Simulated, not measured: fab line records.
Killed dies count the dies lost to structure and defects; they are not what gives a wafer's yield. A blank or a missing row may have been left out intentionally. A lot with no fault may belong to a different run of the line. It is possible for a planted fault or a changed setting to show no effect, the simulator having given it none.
Chamber matching    flow n5Finfet    N5_BEOL_M1_ETCHBACK_99 on rieDiel-04 has 4 sister chambers
The step etches SiO2 in CHF3, target depth 5 nm, time 10.4 s. 8 wafers are shown with their chamber, then 10 later ones without.

## WAFERS WITH THEIR CHAMBER
wafer   chamber  showerheadPlenumPTorr (Torr)  drypumpMotorCurrentA (A)
L083.3  3        2.24                          6.0
L088.2  3        2.24                          6.0
L088.5  2        2.15                          5.4
L089.1  1        2.23                          6.0
L089.2  0        2.05                          6.3
L089.3  2        2.14                          5.4
L091.1  1        2.23                          6.1
L091.3  0        2.05                          6.3

## WAFERS WITH NO CHAMBER GIVEN
wafer   showerheadPlenumPTorr (Torr)  drypumpMotorCurrentA (A)
L091.6  2.14                          5.4
L094.2  2.24                          5.9
L094.5  2.24                          6.0
L094.6  2.05                          6.3
L095.1  2.23                          6.0
L095.2  2.05                          6.3
L095.4  2.24                          6.0
L096.4  2.23                          6.0
L096.5  2.23                          6.0
L096.6  2.14                          5.4

## WHICH CHAMBER EACH ONE RAN IN
wafer   from the rows above      in truth
L091.6  2                        2
L094.2  3                        3
L094.5  3                        3
L094.6  0                        0
L095.1  can't be placed: 1 or 3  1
L095.2  0                        0
L095.4  3                        3
L096.4  can't be placed: 1 or 3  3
L096.5  can't be placed: 1 or 3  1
L096.6  2                        2
Correctly placed: 7 of 10. Unplaceable from these rows: 3, with the true chamber sitting among the candidates in 3. Number placed wrongly: 0.
How it was worked out, from the rows above alone: a wafer's distance from a chamber is the root of the sum, over the readings, of the square of ((its reading less the chamber's mean) divided by the reading's scatter). If the next closest chamber is less than 2 further off than the closest, the wafer can't be placed; otherwise it belongs to the closest. A chamber's mean is the mean of its shown wafers. The scatter is the square root of a quotient: the sum, over the shown wafers, of each reading's squared deviation from its chamber's mean, divided by wafers minus chambers.
